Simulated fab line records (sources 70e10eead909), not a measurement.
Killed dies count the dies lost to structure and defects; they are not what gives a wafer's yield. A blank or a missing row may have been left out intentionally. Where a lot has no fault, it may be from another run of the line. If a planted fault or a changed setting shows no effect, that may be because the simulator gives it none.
fab line records ; flow nand_harc
[record] lots = 6; wafers = 18; last_day = 31
route steps=1302 shown P_BONDPAD@359 END@1302
lots that met no fault: from a run of the same line without faults
start_h: start of the lot's first displayed wafer, in hours after the record's first day ; wait_h: hours elapsed since this lot's preceding step ; " identical to the entry in the row above ; L1.1+2: one row covering several wafers at once ; - no value, or no start was given ; * or withheld: withheld ; < > ~ a bound
route shown NAME@n: names a module that has steps shown in the file, with the first one's number in the route ; usual: average and standard deviation across the fault-free wafers ; same: alike in all rows ; chamber/n: place in a boat ; sites: readings site by site ; _std_site: the values' standard deviation ; _edge_site: the outer-site mean with the inner-site mean subtracted ; radius_mm: how far each site lies from the wafer's centre ; mask NAME#n: copy n ; behind: the tool/chamber that last shaped the wafer ; hold: why the lot went on hold/how many hours it stayed there/how the hold came to an end ; device: transistor that didn't switch, given as n, p or np ; end of line: tests of these same wafers at the route's end ; where a step has no rows: the recipe by itself ; killed: not the wafer's yield, but the dies lost to structure and defects at the first sort ; map: per-die view of a wafer (x killed, . not killed, _ where there is no die)
set.NAME: the setting the step ran with; set.NAME@STEP: the setting that earlier step ran with ; model.NAME: the simulator's own value behind a step, which no gauge read
lots at some steps of the route; a table a step, a row a wafer
services: from which hour (start_h, from the record's first day; less than 0 if before it) a tool's chamber was out of use, for how many hours, and why
[[steps]]
[step NHARC_P_BONDPAD_SOFTBAKE_04]
[recipe] temp_c = 125; time_s = 70
[step NHARC_P_BONDPAD_EBR_05]
[step NHARC_P_BONDPAD_EXPOSE_06]
[recipe] na = 0.55; dose_mj = 37.06; mask_id = P_BPAD
[step NHARC_P_BONDPAD_PEB_07]
[recipe] peb_temp_c = 128; peb_time_s = 80
[step NHARC_P_BONDPAD_DEVELOP_08]
[recipe] time_s = 50; dev_temp_c = 22
[step NHARC_P_BONDPAD_CD_MEAS_09]
[recipe] target_cd_nm = 500; landing_energy_ev = 500
[usual] cd_nm = 499.5/2.2
lot.wafer;tool;chamber;start_h;wait_h;cd_nm
L930.2;cd_sem-02;0;162.13;-;499.0
L930.3;cd_sem-02;0;162.13;-;500.2
L930.6;cd_sem-02;0;162.13;-;498.2
L934.2;cd_sem-03;0;213.99;-;502.5
L934.3;cd_sem-03;0;213.99;-;501.5
L934.5;cd_sem-03;0;213.99;-;497.9
L936.1;cd_sem-02;0;232.92;-;498.0
L936.5;cd_sem-02;0;232.92;-;498.3
L936.6;cd_sem-02;0;232.92;-;502.4
L937.3;cd_sem-01;0;240.33;-;502.5
L937.4;cd_sem-01;0;240.33;-;498.3
L937.5;cd_sem-01;0;240.33;-;499.4
L943.2;cd_sem-03;0;302.12;-;499.7
L943.3;cd_sem-03;0;302.12;-;494.7
L943.6;cd_sem-03;0;302.12;-;501.7
L946.1;cd_sem-02;0;321.05;-;496.2
L946.3;cd_sem-02;0;321.05;-;498.8
L946.5;cd_sem-02;0;321.05;-;500.3
[step NHARC_P_BONDPAD_OVL_MEAS_38]
[usual] overlay_x_nm = 4/5.9; overlay_y_nm = 1/6.9
lot.wafer;tool;chamber;start_h;wait_h;overlay_x_nm;overlay_y_nm
L930.2;overlay-02;-;162.22;-;17;1
L930.3;overlay-02;-;162.22;-;17;1
L930.6;overlay-02;-;162.22;-;16;0
L934.2;overlay-02;-;214.07;-;8;4
L934.3;overlay-02;-;214.07;-;9;4
L934.5;overlay-02;-;214.07;-;8;4
L936.1;overlay-02;-;233.01;-;2;0
L936.5;overlay-02;-;233.01;-;2;0
L936.6;overlay-02;-;233.01;-;2;1
L937.3;overlay-02;-;240.41;-;-3;18
L937.4;overlay-02;-;240.41;-;-3;18
L937.5;overlay-02;-;240.41;-;-3;18
L943.2;overlay-02;-;302.21;-;3;1
L943.3;overlay-02;-;302.21;-;3;0
L943.6;overlay-02;-;302.21;-;4;0
L946.1;overlay-02;-;321.14;-;10;13
L946.3;overlay-02;-;321.14;-;11;13
L946.5;overlay-02;-;321.14;-;10;13
[step NHARC_P_BONDPAD_HARDBAKE_10]
[recipe] temp_c = 118; time_s = 65
[step NHARC_P_BONDPAD_DESCUM_11]
[recipe] time_s = 3; o2_flow_sccm = 200; ar_flow_sccm = 0; bias_power_w = 0; chemistry = O2
[usual] drypump_motor_current_A = 5.90/0.28; oes_product_au = 0.999/0.015; rf_vpp_V = 57.9/0.95; showerhead_plenum_p_Torr = 1.92/0.077; throttle_valve_pct = 11.313/0.0092
[same] time_s = 3
lot.wafer;tool;chamber;start_h;wait_h;drypump_motor_current_A;oes_product_au;rf_hours_counter_h;rf_vpp_V;showerhead_plenum_p_Torr;throttle_valve_pct
L930.2;rie_diel-05;2;162.34;-;5.37;0.996;4.1;58.4;1.90;11.313
L930.3;rie_diel-05;0;162.34;-;5.96;0.989;4.3;57.9;1.97;11.313
L930.6;rie_diel-05;2;162.34;-;5.35;1.007;-;58.3;1.90;11.318
L934.3;rie_diel-12;1;214.21;-;5.79;1.011;2.4;57.8;2.03;11.310
L934.2;rie_diel-12;2;214.21;-;5.88;1.002;2.6;57.5;2.00;11.309
L934.5;rie_diel-12;0;214.21;-;5.89;1.004;-;57.3;1.86;11.314
L936.1;rie_diel-12;1;233.15;-;5.84;0.986;3.5;59.0;2.03;11.312
L936.5;rie_diel-12;3;233.15;-;5.59;0.999;-;58.4;1.94;11.330
L936.6;rie_diel-12;0;233.15;-;5.92;1.019;-;57.2;1.86;11.326
L937.3;rie_diel-05;2;240.55;-;5.37;0.991;0;57.7;1.90;11.313
L937.4;rie_diel-05;0;240.55;-;5.99;0.972;0;59.1;1.97;11.328
L937.5;rie_diel-05;1;240.55;-;5.92;1.000;-;58.3;2.01;11.315
L943.3;rie_diel-12;0;302.34;-;5.99;0.975;0.8;58.5;1.86;11.314
L943.2;rie_diel-12;2;302.34;-;5.88;1.008;0.5;58.0;2.00;11.289
L943.6;rie_diel-12;0;302.34;-;5.95;0.976;-;58.3;1.86;11.305
L946.3;rie_diel-05;0;321.27;-;5.99;0.975;4.3;58.0;1.96;11.308
L946.1;rie_diel-05;3;321.27;-;6.35;1.009;4.4;57.9;1.95;11.323
L946.5;rie_diel-05;1;321.27;-;5.95;1.002;-;57.9;2.01;11.323
[step NHARC_P_BONDPAD_ETCH_37]
[recipe] target_depth_a = 600; overetch_a = 180; time_s = 65.91; ion_energy_ev = 200; n2_flow_sccm = 150; h2_flow_sccm = 150; ar_flow_sccm = 0; rf_w = 400; bias_w = 150; chemistry = N2/H2
[usual] drypump_motor_current_A = 5.92/0.28; oes_product_au = 1.000/0.015; rf_vpp_V = 430.9/2.5; showerhead_plenum_p_Torr = 2.05/0.084; throttle_valve_pct = 14.173/0.0084
[same] time_s = 65.91
lot.wafer;tool;chamber;start_h;wait_h;drypump_motor_current_A;oes_product_au;rf_hours_counter_h;rf_vpp_V;showerhead_plenum_p_Torr;throttle_valve_pct
L930.2;rie_diel-05;0;162.43;0.1;5.94;0.989;4.3;431.7;2.10;14.168
L930.3;rie_diel-05;1;162.43;0.1;5.95;1.002;4.7;433.2;2.15;14.181
L930.6;rie_diel-05;3;162.43;0.1;6.38;1.016;-;433.4;2.08;14.163
L934.3;rie_diel-12;3;214.28;0.1;5.60;0.999;3.0;431.8;2.07;14.165
L934.2;rie_diel-12;1;214.28;0.1;5.81;0.995;2.4;435.0;2.17;14.194
L934.5;rie_diel-12;3;214.28;0.1;5.58;1.000;-;431.9;2.07;14.174
L936.1;rie_diel-12;1;233.24;0.1;5.81;0.995;3.5;434.3;2.17;14.172
L936.6;rie_diel-12;2;233.24;0.1;5.90;1.005;-;434.4;2.14;14.174
L936.5;rie_diel-12;3;233.24;0.1;5.57;1.003;-;430.8;2.07;14.162
L937.3;rie_diel-05;1;240.64;0.1;5.91;1.006;0.0;431.7;2.14;14.166
L937.4;rie_diel-05;2;240.64;0.1;5.38;1.006;0.0;429.7;2.02;14.169
L937.5;rie_diel-05;3;240.64;0.1;6.36;1.012;-;431.3;2.08;14.181
L943.3;rie_diel-12;2;302.42;0.1;5.88;1.028;0.5;434.3;2.14;14.168
L943.2;rie_diel-12;3;302.42;0.1;5.60;0.998;0.9;432.7;2.07;14.179
L943.6;rie_diel-12;2;302.42;0.1;5.86;1.029;-;433.0;2.14;14.176
L946.3;rie_diel-05;0;321.36;0.1;5.99;0.980;4.3;431.6;2.10;14.176
L946.1;rie_diel-05;2;321.36;0.1;5.38;1.003;4.3;429.7;2.02;14.167
L946.5;rie_diel-05;3;321.36;0.1;6.34;1.016;-;431.2;2.08;14.170
[step NHARC_P_BONDPAD_ETCH_12]
[recipe] target_depth_a = 2000; time_s = 100; chf3_flow_sccm = 50; o2_flow_sccm = 10; ar_flow_sccm = 200; rf_w = 500; bias_w = 200; chemistry = CHF3/O2
[usual] drypump_motor_current_A = 5.91/0.29; oes_product_au = 0.945/0.023; rf_vpp_V = 370.9/2.1; showerhead_plenum_p_Torr = 2.42/0.092; throttle_valve_pct = 20.571/0.0094
[same] time_s = 100
lot.wafer;tool;chamber;start_h;wait_h;drypump_motor_current_A;oes_product_au;rf_hours_counter_h;rf_vpp_V;showerhead_plenum_p_Torr;throttle_valve_pct
L930.3;rie_diel-05;0;-;-;5.95;0.950;4.3;371.0;2.47;20.574
L930.2;rie_diel-05;1;-;-;5.95;0.961;4.8;372.0;2.52;20.582
L930.6;rie_diel-05;0;-;-;5.98;0.947;-;372.6;2.47;20.568
L934.3;rie_diel-12;2;-;-;5.88;0.932;2.6;372.4;2.51;20.579
L934.2;rie_diel-12;0;-;-;5.94;0.930;3.0;370.8;2.34;20.572
L934.5;rie_diel-12;1;-;-;5.81;0.924;-;373.9;2.55;20.575
L936.1;rie_diel-12;1;-;-;5.79;0.922;3.5;373.0;2.55;20.562
L936.5;rie_diel-12;2;-;-;5.87;0.930;-;371.6;2.51;20.564
L936.6;rie_diel-12;3;-;-;5.60;0.934;-;370.1;2.43;20.562
L937.4;rie_diel-05;1;-;-;5.96;0.971;0.0;373.1;2.52;20.573
L937.3;rie_diel-05;0;-;-;5.98;0.948;0.0;372.3;2.46;20.571
L937.5;rie_diel-05;1;-;-;5.91;0.972;-;372.0;2.52;20.582
L943.2;rie_diel-12;3;-;-;5.58;0.934;0.9;371.2;2.43;20.576
L943.3;rie_diel-12;2;-;-;5.88;0.949;0.5;373.3;2.51;20.561
L943.6;rie_diel-12;0;-;-;5.96;0.908;-;370.2;2.34;20.582
L946.3;rie_diel-05;3;-;-;6.38;0.979;4.4;371.5;2.44;20.576
L946.1;rie_diel-05;0;-;-;5.98;0.928;4.3;370.5;2.46;20.570
L946.5;rie_diel-05;2;-;-;5.37;0.981;-;369.5;2.38;20.586
[step NHARC_P_BONDPAD_CD_MEAS_13]
[usual] cd_nm = 498.5/2.4
lot.wafer;tool;chamber;start_h;wait_h;cd_nm
L930.2;cd_sem-02;-;162.66;-;499.2
L930.3;cd_sem-02;-;162.66;-;497.8
L930.6;cd_sem-02;-;162.66;-;498.4
L934.2;cd_sem-03;-;214.51;-;501.7
L934.3;cd_sem-03;-;214.51;-;501.6
L934.5;cd_sem-03;-;214.51;-;496.7
L936.1;cd_sem-02;-;233.45;-;498.0
L936.5;cd_sem-02;-;233.45;-;497.1
L936.6;cd_sem-02;-;233.45;-;502.0
L937.3;cd_sem-03;-;240.86;-;501.9
L937.4;cd_sem-03;-;240.86;-;495.3
L937.5;cd_sem-03;-;240.86;-;497.3
L943.2;cd_sem-01;-;302.65;-;499.4
L943.3;cd_sem-01;-;302.65;-;494.6
L943.6;cd_sem-01;-;302.65;-;501.8
L946.1;cd_sem-03;-;321.58;-;494.4
L946.3;cd_sem-03;-;321.58;-;496.4
L946.5;cd_sem-03;-;321.58;-;500.4
[step NHARC_P_BONDPAD_STRIP_15]
[recipe] o2_flow_sccm = 500; ar_flow_sccm = 0; bias_w = 0; chemistry = O2
[usual] bias_w = 0/0; chamber_pressure_mTorr = 60.00/0.056; drypump_motor_current_A = 5.95/0.29; oes_product_au = 1.002/0.014; rf_vpp_V = 57.8/0.9; showerhead_plenum_p_Torr = 3.51/0.15; throttle_valve_pct = 17.036/0.0085
lot.wafer;tool;chamber;start_h;wait_h;bias_w;chamber_pressure_mTorr;drypump_motor_current_A;oes_product_au;rf_hours_counter_h;rf_vpp_V;showerhead_plenum_p_Torr;throttle_valve_pct
L930.3;rie_diel-12;0;162.73;0.1;0;59.98;5.96;1.009;1.5;58.0;3.45;17.032
L930.2;rie_diel-12;2;162.73;0.1;0;59.96;5.88;1.011;1.2;58.6;3.68;17.032
L930.6;rie_diel-12;0;162.73;0.1;0;59.99;5.93;1.017;-;57.5;3.44;17.043
L934.3;rie_diel-12;0;214.62;0.1;0;59.97;5.95;1.020;3.0;57.3;3.44;17.032
L934.2;rie_diel-12;1;214.62;0.1;0;59.97;5.83;1.004;2.4;57.5;3.74;17.024
L934.5;rie_diel-12;2;214.62;0.1;0;60.00;5.84;1.017;-;57.4;3.68;17.021
L936.1;rie_diel-10;2;233.52;0.1;-;-;-;-;-;-;-;-
L936.6;rie_diel-10;2;233.52;0.1;-;-;-;-;-;-;-;-
L936.5;rie_diel-10;3;233.52;0.1;-;-;-;-;-;-;-;-
L937.3;rie_diel-12;0;240.95;0.1;-;-;-;-;-;-;-;-
L937.4;rie_diel-12;1;240.95;0.1;-;-;-;-;-;-;-;-
L937.5;rie_diel-12;3;240.95;0.1;-;-;-;-;-;-;-;-
L943.2;rie_diel-05;1;302.75;0.1;0;60.03;5.94;1.005;3.3;58.4;3.69;17.027
L943.3;rie_diel-05;2;302.75;0.1;0;60.07;5.36;0.995;3.0;58.7;3.50;17.049
L943.6;rie_diel-05;0;302.75;0.1;0;60.01;5.98;0.963;-;58.0;3.62;17.034
L946.3;rie_diel-05;1;321.66;0.1;0;60.09;5.99;1.002;4.3;56.4;3.69;17.026
L946.1;rie_diel-05;3;321.66;0.1;0;60.06;6.36;1.013;4.5;60.1;3.59;17.041
L946.5;rie_diel-05;2;321.66;0.1;0;60.07;5.36;1.007;-;57.9;3.50;17.041
[step NHARC_P_BONDPAD_ETCH_24]
[recipe] target_depth_a = 300; over_etch_frac = 0.3; time_s = 72.99; ion_energy_ev = 150; cf4_flow_sccm = 50; n2_flow_sccm = 100; ar_flow_sccm = 150; rf_w = 300; bias_w = 100; chemistry = CF4/N2
[usual] drypump_motor_current_A = 5.93/0.28; oes_product_au = 1.002/0.012; rf_vpp_V = 314.0/2.1; showerhead_plenum_p_Torr = 2.61/0.11; throttle_valve_pct = 19.796/0.0096
[same] time_s = 72.99
lot.wafer;tool;chamber;start_h;wait_h;drypump_motor_current_A;oes_product_au;rf_hours_counter_h;rf_vpp_V;showerhead_plenum_p_Torr;throttle_valve_pct
L930.2;rie_diel-12;3;162.91;0.1;5.60;0.997;1.5;314.6;2.66;19.806
L930.3;rie_diel-12;0;162.91;0.1;5.93;1.007;1.5;312.3;2.56;19.810
L930.6;rie_diel-12;2;162.91;0.1;5.85;1.019;-;315.7;2.74;19.801
L934.3;rie_diel-12;0;-;-;5.97;1.003;3.0;314.9;2.56;19.796
L934.2;rie_diel-12;1;-;-;5.82;0.992;2.5;315.9;2.78;19.787
L934.5;rie_diel-12;0;-;-;5.96;1.006;-;313.6;2.56;19.790
L936.1;rie_diel-10;1;233.69;0.2;6.49;0.997;8.4;311.1;2.45;19.786
L936.6;rie_diel-10;2;233.69;0.2;5.99;1.008;-;311.0;2.46;19.800
L936.5;rie_diel-10;3;233.69;0.2;6.11;0.999;-;312.5;2.46;19.815
L937.4;rie_diel-12;0;241.09;0.1;5.97;1.016;4.2;315.0;2.56;19.800
L937.3;rie_diel-12;1;241.09;0.1;5.80;1.001;3.6;317.7;2.78;19.799
L937.5;rie_diel-12;0;241.09;0.1;5.95;1.007;-;312.1;2.56;19.816
L943.3;rie_diel-05;0;-;-;5.96;0.965;3.4;315.1;2.69;19.796
L943.2;rie_diel-05;1;-;-;5.95;0.997;3.3;316.7;2.75;19.807
L943.6;rie_diel-05;3;-;-;6.37;1.010;-;315.4;2.67;19.811
L946.1;rie_diel-05;2;-;-;5.36;0.999;4.4;314.7;2.60;19.791
L946.3;rie_diel-05;0;-;-;5.96;0.978;4.4;316.4;2.69;19.792
L946.5;rie_diel-05;2;-;-;5.37;0.994;-;312.7;2.60;19.813
[step NHARC_END_SORT_01]
[recipe] temp_c = 25
[usual] defect_limited_yield = 92.4/2.2; killed_at_array = 46/15; killed_at_other = 1.0/1.3; killed_at_periphery = 4/3; killed_dies = 51/15; killed_open = 3.2/1.8; killed_short = 2.5/1.5; sort_bin_2_pct = 2.7/1.1; sort_bin_3_pct = 0.6/0.34; sort_bin_4_pct = 4.3/1.3; sort_n_pass = 626/15; sort_rim_yield_pct = 89/4.4; sort_yield_pct = 92.4/2.2
[same] gross_dies = 677; sort_bin_5_pct[%] = 0; sort_bin_6_pct[%] = 0; sort_bin_7_pct[%] = 0; sort_bin_8_pct[%] = 0; sort_rim_n_gross = 106.00
lot.wafer;tool;chamber;start_h;wait_h;defect_limited_yield[%];killed_at_array;killed_at_other;killed_at_periphery;killed_dies;killed_open;killed_short;sort_bin_2_pct[%];sort_bin_3_pct[%];sort_bin_4_pct[%];sort_n_pass;sort_rim_yield_pct[%];sort_yield_pct[%]
L930.2;prober-01;0;609.55;2.8;90.7;53;0;10;63;5;2;3.5;0.9;4.9;614;92;90.7
L930.3;prober-01;0;610.34;3.1;90.1;60;1;6;67;4;2;4.7;0.6;4.6;610;92;90.1
L930.6;prober-01;0;612.72;4.0;92.2;47;0;6;53;0;2;2.5;0.7;4.6;624;96;92.2
L936.1;prober-01;0;654.74;2.6;90.3;58;1;7;66;6;2;3.2;1.2;5.3;611;84;90.3
L936.5;prober-01;0;657.96;3.7;91.4;50;1;7;58;1;3;4.1;0.9;3.5;619;81;91.4
L936.6;prober-01;0;658.76;4.0;89.8;62;3;4;69;1;1;4.3;0.6;5.3;608;88;89.8
L934.2;prober-02;0;655.50;2.8;92.0;52;0;2;54;4;2;3.4;0.9;3.7;623;87;92.0
L934.3;prober-02;0;656.31;3.1;93.2;41;2;3;46;0;4;1.9;0.9;4.0;631;91;93.2
L934.5;prober-02;0;657.93;3.7;92.8;45;3;1;49;3;2;2.8;0.4;4.0;628;87;92.8
L937.3;prober-02;0;671.80;3.1;92.0;49;0;5;54;4;8;3.0;0.3;4.7;623;97;92.0
L937.4;prober-02;0;672.60;3.4;92.6;35;1;14;50;5;4;1.6;0.7;5.0;627;88;92.6
L937.5;prober-02;0;673.40;3.7;90.0;59;2;7;68;2;4;3.8;0.9;5.3;609;94;90.0
L943.2;prober-02;0;719.61;2.8;94.5;33;2;2;37;2;4;2.4;0.3;2.8;640;92;94.5
L943.3;prober-02;0;720.41;3.1;94.7;26;0;10;36;5;4;1.3;0.3;3.7;641;93;94.7
L943.6;prober-02;0;722.80;4.0;93.4;35;0;10;45;3;5;2.7;0.6;3.4;632;92;93.4
// killed by level:class
L930.2 A_CHANNEL_HOLE_D1:chamber_film_flake=34 A_CHANNEL_HOLE_D2:chamber_film_flake=7 P_M1:chamber_film_flake=5 A_CONTACT:chamber_film_flake=5 A_DECK1_JOINT:geometric_particle:short=2 P_STI:chamber_film_flake=2 P_GATE:chamber_film_flake=2 P_M2:geometric_particle:open=1
L930.3 A_CHANNEL_HOLE_D1:chamber_film_flake=32 A_CHANNEL_HOLE_D2:chamber_film_flake=12 A_STAIRCASE:chamber_film_flake=5 P_M1:chamber_film_flake=4 A_WL_FILL:chamber_film_flake=3 P_GATE:geometric_particle:open=2 A_CHANNEL_FILL_D1:geometric_particle:open=1 A_CHANNEL_FILL_D1:geometric_particle:short=1
L930.6 A_CHANNEL_HOLE_D1:chamber_film_flake=36 A_CHANNEL_HOLE_D2:chamber_film_flake=8 P_M1:chamber_film_flake=3 P_GATE:chamber_film_flake=2 A_CONTACT:chamber_film_flake=2 P_CONTACT:geometric_particle:short=1 A_WL_FILL:geometric_particle:short=1
L936.1 A_SLIT:chamber_film_flake=22 A_CHANNEL_HOLE_D1:chamber_film_flake=14 A_CHANNEL_HOLE_D2:chamber_film_flake=10 A_DECK1_JOINT:chamber_film_flake=3 A_CONTACT:chamber_film_flake=3 P_GATE:chamber_film_flake=2 P_M0:geometric_particle:open=1 P_M1:geometric_particle:short=1
L934.2 A_SLIT:chamber_film_flake=25 A_CHANNEL_HOLE_D2:chamber_film_flake=9 A_CONTACT:chamber_film_flake=4 A_CHANNEL_HOLE_D1:chamber_film_flake=3 A_DECK1_JOINT:chamber_film_flake=3 A_WL_FILL:chamber_film_flake=2 P_GATE:geometric_particle:open=1 A_ONON_D1:geometric_particle:short=1
L934.3 A_SLIT:chamber_film_flake=26 A_CHANNEL_HOLE_D2:chamber_film_flake=7 P_M0:geometric_particle:short=2 A_ONON_D1:geometric_particle:short=2 A_DECK1_JOINT:chamber_film_flake=2 A_CONTACT:chamber_film_flake=2 THIN_TSV:chamber_film_flake=2 P_GATE:chamber_film_flake=1
L934.5 A_SLIT:chamber_film_flake=16 A_CHANNEL_HOLE_D2:chamber_film_flake=13 A_CONTACT:chamber_film_flake=6 A_ZERO_WELL:chamber_film_flake=2 A_CHANNEL_HOLE_D1:chamber_film_flake=2 A_STAIRCASE:chamber_film_flake=2 THIN_TSV:chamber_film_flake=2 P_GATE:geometric_particle:short=1
L936.5 A_SLIT:chamber_film_flake=17 A_CHANNEL_HOLE_D1:chamber_film_flake=13 A_CHANNEL_HOLE_D2:chamber_film_flake=11 A_CONTACT:chamber_film_flake=5 P_ZERO_WELL:chamber_film_flake=3 P_CONTACT:geometric_particle:short=1 A_SOURCE_PLATE:geometric_particle:short=1 A_WL_FILL:geometric_particle:short=1
L936.6 A_CHANNEL_HOLE_D1:chamber_film_flake=27 A_SLIT:chamber_film_flake=21 A_CHANNEL_HOLE_D2:chamber_film_flake=9 A_CONTACT:chamber_film_flake=3 THIN_TSV:chamber_film_flake=3 P_GATE:chamber_film_flake=2 P_M1:geometric_particle:open=1 A_M1:geometric_particle:short=1
L937.3 A_CHANNEL_HOLE_D1:chamber_film_flake=30 P_BONDPAD:chamber_film_flake=3 A_ONON_D1:geometric_particle:short=2 A_WL_FILL:geometric_particle:open=2 P_STI:chamber_film_flake=2 A_SLIT:chamber_film_flake=2 A_SOURCE_PLATE:geometric_particle:open=1 A_SOURCE_PLATE:geometric_particle:short=1
L937.4 A_CHANNEL_HOLE_D1:chamber_film_flake=15 A_SLIT:chamber_film_flake=4 P_BONDPAD:chamber_film_flake=4 A_CHANNEL_FILL_D2:chamber_film_flake=4 P_STI:chamber_film_flake=3 A_CHANNEL_HOLE_D2:chamber_film_flake=3 A_CONTACT:chamber_film_flake=3 P_M0:geometric_particle:open=2
L937.5 A_CHANNEL_HOLE_D1:chamber_film_flake=32 A_SLIT:chamber_film_flake=9 A_CONTACT:chamber_film_flake=7 P_BONDPAD:chamber_film_flake=4 A_CHANNEL_FILL_D1:chamber_film_flake=2 A_DECK1_JOINT:chamber_film_flake=2 A_CHANNEL_FILL_D2:chamber_film_flake=2 P_M0:geometric_particle:short=1
L943.2 A_CHANNEL_HOLE_D1:chamber_film_flake=11 A_CONTACT:chamber_film_flake=7 A_WL_FILL:chamber_film_flake=5 A_SLIT:chamber_film_flake=2 A_BLC:chamber_film_flake=2 P_GATE:geometric_particle:short=1 A_ONON_D1:geometric_particle:short=1 A_CHANNEL_FILL_D1:geometric_particle:open=1
L943.3 A_CHANNEL_HOLE_D1:chamber_film_flake=9 A_CONTACT:chamber_film_flake=6 P_STI:chamber_film_flake=3 A_WL_FILL:chamber_film_flake=2 P_GATE:geometric_particle:open=1 P_M0:geometric_particle:open=1 P_M1:geometric_particle:open=1 A_CHANNEL_FILL_D1:geometric_particle:short=1
L943.6 A_CHANNEL_HOLE_D1:chamber_film_flake=8 A_WL_FILL:chamber_film_flake=6 A_CONTACT:chamber_film_flake=6 P_M2:chamber_film_flake=4 A_SLIT:chamber_film_flake=3 A_SGD_CUT:geometric_particle:short=2 P_CONTACT:chamber_film_flake=2 A_STAIRCASE:chamber_film_flake=2
[[services]]
tool;chamber;start_h;hours;kind
rie_diel-12;1;139.26;4.8;repair
rie_diel-12;2;146.82;6.7;repair
rie_diel-12;0;149.46;-;clean
rie_diel-12;1;149.46;-;clean
rie_diel-12;3;149.46;-;clean
rie_diel-12;1;159.29;3.9;repair
rie_diel-12;0;174.01;-;clean
rie_diel-12;1;174.01;-;clean
rie_diel-12;2;174.01;-;clean
rie_diel-12;3;174.01;-;clean
rie_diel-12;0;198.51;-;clean
rie_diel-12;1;198.51;-;clean
rie_diel-12;2;198.51;-;clean
rie_diel-12;3;198.51;-;clean
rie_diel-12;0;208.82;1.9;repair
rie_diel-05;3;216.91;8.7;repair
rie_diel-12;0;223.01;-;clean
rie_diel-05;-;229.93;9.0;pm
rie_diel-10;-;242.50;9.0;pm
rie_diel-12;3;264.07;2.9;repair
rie_diel-12;-;268.49;9.0;pm
rie_diel-10;-;276.55;0.3;repair
rie_diel-10;0;281.81;17.0;repair
rie_diel-12;-;299.90;0.9;repair
[[key]]
[first_sign] step = NHARC_P_BONDPAD_STRIP_15; reading = tool_record; direction = missing
effect none on later readings
met_at NHARC_P_BONDPAD_STRIP_15
struck_wafers L936.1,L936.5,L936.6,L937.3,L937.4,L937.5
onset_between 214.62 233.52
[fault] kind = skipped_step_whole; tool = rie_diel-10,rie_diel-12; chamber = -; onset_h = 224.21; steps = NHARC_P_BONDPAD_STRIP_15; scope = struck_lots_only
